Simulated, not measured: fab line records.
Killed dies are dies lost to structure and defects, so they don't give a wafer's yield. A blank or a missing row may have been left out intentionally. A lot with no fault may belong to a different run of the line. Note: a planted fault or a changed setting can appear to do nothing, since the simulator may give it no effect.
Matching of chambers :: flow nand-harc :: rie-diel-12 running NHARC_A_STAIRCASE_TRIM_220: 4 sister chambers
The step chemistry O2, time 211.2 s. 8 wafers are shown with their chamber, then 8 later ones without.

WAFERS, EACH WITH ITS CHAMBER
wafer: L085.3
chamber: 1
drypump-motor-current-A (A): 5.83
showerhead-plenum-p-Torr (Torr): 3.53

wafer: L085.6
chamber: 0
drypump-motor-current-A (A): 5.88
showerhead-plenum-p-Torr (Torr): 3.40

wafer: L087.1
chamber: 1
drypump-motor-current-A (A): 5.83
showerhead-plenum-p-Torr (Torr): 3.52

wafer: L087.4
chamber: 2
drypump-motor-current-A (A): 5.79
showerhead-plenum-p-Torr (Torr): 3.52

wafer: L089.1
chamber: 3
drypump-motor-current-A (A): 5.60
showerhead-plenum-p-Torr (Torr): 3.35

wafer: L089.2
chamber: 2
drypump-motor-current-A (A): 5.84
showerhead-plenum-p-Torr (Torr): 3.52

wafer: L089.3
chamber: 0
drypump-motor-current-A (A): 5.87
showerhead-plenum-p-Torr (Torr): 3.39

wafer: L096.1
chamber: 3
drypump-motor-current-A (A): 5.61
showerhead-plenum-p-Torr (Torr): 3.34

WAFERS MISSING THEIR CHAMBER
wafer: L096.2
drypump-motor-current-A (A): 5.83
showerhead-plenum-p-Torr (Torr): 3.50

wafer: L096.4
drypump-motor-current-A (A): 5.79
showerhead-plenum-p-Torr (Torr): 3.50

wafer: L097.1
drypump-motor-current-A (A): 5.81
showerhead-plenum-p-Torr (Torr): 3.50

wafer: L097.2
drypump-motor-current-A (A): 5.60
showerhead-plenum-p-Torr (Torr): 3.33

wafer: L097.3
drypump-motor-current-A (A): 5.81
showerhead-plenum-p-Torr (Torr): 3.50

wafer: L097.4
drypump-motor-current-A (A): 5.60
showerhead-plenum-p-Torr (Torr): 3.33

wafer: L097.5
drypump-motor-current-A (A): 5.81
showerhead-plenum-p-Torr (Torr): 3.50

wafer: L097.6
drypump-motor-current-A (A): 5.83
showerhead-plenum-p-Torr (Torr): 3.50

THE CHAMBER EACH PASSED THROUGH
wafer: L096.2
from the rows above: can't be placed: 2 or 1
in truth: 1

wafer: L096.4
from the rows above: can't be placed: 2 or 1
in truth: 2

wafer: L097.1
from the rows above: can't be placed: 2 or 1
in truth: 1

wafer: L097.2
from the rows above: 3
in truth: 3

wafer: L097.3
from the rows above: can't be placed: 2 or 1
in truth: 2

wafer: L097.4
from the rows above: 3
in truth: 3

wafer: L097.5
from the rows above: can't be placed: 2 or 1
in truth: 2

wafer: L097.6
from the rows above: can't be placed: 2 or 1
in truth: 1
Placed correctly: 2 of 8. Unplaceable from these rows: 6, with the true chamber sitting among the candidates in 6. Wrongly placed: 0.
How it was worked out, from the rows above alone: a wafer's distance from a chamber is the root of the sum, over the readings, of the square of ((its reading less the chamber's mean) divided by the reading's scatter). If the next closest chamber is less than 2 further off than the closest, the wafer can't be placed; otherwise it belongs to the closest. The mean given for a chamber averages the wafers shown for that chamber. How the scatter is found: for the shown wafers, subtract from each reading the mean of its chamber, square and add these, divide the total by (wafers less chambers), then take the root.
